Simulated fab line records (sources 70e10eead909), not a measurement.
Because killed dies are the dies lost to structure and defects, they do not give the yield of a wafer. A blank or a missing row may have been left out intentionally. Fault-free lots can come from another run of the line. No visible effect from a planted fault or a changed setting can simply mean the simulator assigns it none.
Comparing a struck lot with a sound one    flow nand-harc    29 steps out of a route of 1302
Sound: these wafers, L250.1, L250.2, L250.5. Wafers struck: L258.3, L258.4, L258.6. At the end, the cause is stated.
At each step with rows: each side's tool, then ch and its chambers, then its first start. Under that, the readings that differ: sound wafers    struck wafers    difference of the means    sigmas: that difference in standard deviations of wafers without a fault.
alike: a reading whose means differ by less than 2 such deviations, as well as words and numbers matching on both sides. not compared: withheld readings; readings where some wafer has no value; bounds like >300 that might hide an equal value; numbers whose values overlap and for which the record gives no deviation.
Wherever a step has rows on one side only, a row that says differs or no value, or a row with sigmas, the two part there. Numbers that don't overlap but have no deviation are shown without sigmas and don't part them. Lack of a reading on every wafer of one side parts them only where that side has two or more wafers.

first, 1 step without rows for these wafers: NHARC_A_CONTACT_ETCH_131 (etches the open film in C4F8/O2/Ar, time 197 s, target depth 1918 nm).
NHARC_A_CONTACT_ETCH_132: etches the open film in C4F8/O2/Ar, time 197 s, target depth 1924 nm.
  sound on har-cap-etch-01 ch 0,1, day 24 22:43; struck on har-cap-etch-01 ch 0,1, day 27 11:22
  not compared: rf-hours-counter-h
then, 2 steps without rows for these wafers: NHARC_A_CONTACT_ETCH_133 (etches the open film in C4F8/O2/Ar, time 374 s, target depth 1610 nm); NHARC_A_CONTACT_ETCH_91 (etches the open film in CH3F/O2, target depth 40 nm, time 85.7 s).
NHARC_A_CONTACT_ETCH_97: etches the open film in C4F6/O2, target depth 20 nm, time 10 s.
  sound on rie-diel-06 ch 0,1,2; struck on rie-diel-05 ch 0,3
  alike: drypump-motor-current-A, oes-product-au, rf-vpp-V, showerhead-plenum-p-Torr, throttle-valve-pct
  not compared: rf-hours-counter-h
NHARC_A_CONTACT_CD_MEAS_80:
  sound on cd-sem-02 at day 25 00:08; struck on cd-sem-02 at day 27 12:31
  alike: cd-nm
then, 4 steps without rows for these wafers: NHARC_A_CONTACT_STRIP_103 (strips in N2/H2); NHARC_A_CONTACT_STRIP_104 (strips in CF4/CHF3); NHARC_A_CONTACT_STRIP_105 (strips in O2/COS); NHARC_A_CONTACT_ETCH_106 (etches the open film in CF4/O2, target depth 90 nm, overetch 9 nm, time 49.5 s).
NHARC_A_CONTACT_STRIP_82: strips in O2.
  sound on rie-diel-05 ch 1,2,3; struck on rie-diel-05 ch 0,1,2
  alike: drypump-motor-current-A, oes-product-au, rf-vpp-V, showerhead-plenum-p-Torr, throttle-valve-pct
  not compared: rf-hours-counter-h
then, 1 step without rows for these wafers: NHARC_A_CONTACT_STRIP_83 (strips in post etch residue remover, time 600 s).
NHARC_A_CONTACT_DEP_84: deposits aC, target thk 2800 nm.
  sound on acl-dep-01 ch 0, day 25 03:14; struck on acl-dep-01 ch 0, day 27 15:57
  alike: throttle-valve-pct
NHARC_A_CONTACT_DEP_85: deposits SiON, target thk 60 nm.
  sound on pecvd-01 ch 1,2, day 25 05:03; struck on pecvd-02 ch 0,1, day 27 17:44
reading             sound        struck       difference  sigmas
heater-power-w (W)  591 704 584  862 738 883  +201        +2
  alike: showerhead-vpp-V
then, 10 steps without rows for these wafers: NHARC_A_CONTACT_DEHYDRATE_00 (time 120 s); NHARC_A_CONTACT_HMDS_01 (time 30 s); NHARC_A_CONTACT_COAT_86 (time 75 s); NHARC_A_CONTACT_COAT_87 (time 65 s); NHARC_A_CONTACT_COAT_02 (resist thk 90 nm); NHARC_A_CONTACT_SOFTBAKE_03 (time 55 s); NHARC_A_CONTACT_EBR_04; NHARC_A_CONTACT_EXPOSE_05 (exposes mask A CC); NHARC_A_CONTACT_PEB_06 (peb time 65 s); NHARC_A_CONTACT_DEVELOP_07 (develop time 35 s).
NHARC_A_CONTACT_CD_MEAS_08 targets a cd of 200 nm.
  sound on cd-sem-03 ch 0, day 25 05:39; struck on cd-sem-02 ch 0, day 27 18:25
  alike: cd-nm
NHARC_A_CONTACT_OVL_MEAS_09:
  sound on overlay-02 at day 25 05:44; struck on overlay-02 at day 27 18:31
reading            sound           struck       difference  sigmas
overlay-y-nm (nm)  -1.5 -1.6 -2.3  0.8 0.6 0.6  +2.5        +3
  alike: overlay-x-nm
NHARC_A_CONTACT_INSPECT_10:
  sound on defect-inspect-02 at day 25 05:46; struck on defect-inspect-02 at day 27 18:32
reading           sound     struck       difference  sigmas
raw-defect-count  30 29 21  650 656 678  +635        +16
NHARC_A_CONTACT_DESCUM_13: chemistry O2, time 3 s.
  sound on rie-diel-06 ch 0,2, day 25 05:50; struck on rie-diel-02 ch 0,2,3, day 27 18:38
  alike: drypump-motor-current-A, oes-product-au, rf-vpp-V, showerhead-plenum-p-Torr, throttle-valve-pct
  not compared: rf-hours-counter-h
-- record jumps: 2 days between struck wafers' starts before vs after; left off in module A_CONTACT, resumes in module END, first step shown is number 1302 of the route --
NHARC_END_SORT_01:
  sound on prober-01 ch 0, day 27 07:19; struck on prober-01 ch 0, day 30 01:55
reading          sound     struck       difference  sigmas
killed-at-array  29 32 25  170 181 175  +147        +8
killed-dies      34 39 29  171 185 175  +143        +8
killed-short     7 2 4     0 2 2        -3          -2
  alike: killed-at-other, killed-at-periphery, killed-open

## WHERE THEY PART
First at NHARC_A_CONTACT_DEP_85; last, within this record, at NHARC_END_SORT_01.

WHY: what had been put in by the simulator
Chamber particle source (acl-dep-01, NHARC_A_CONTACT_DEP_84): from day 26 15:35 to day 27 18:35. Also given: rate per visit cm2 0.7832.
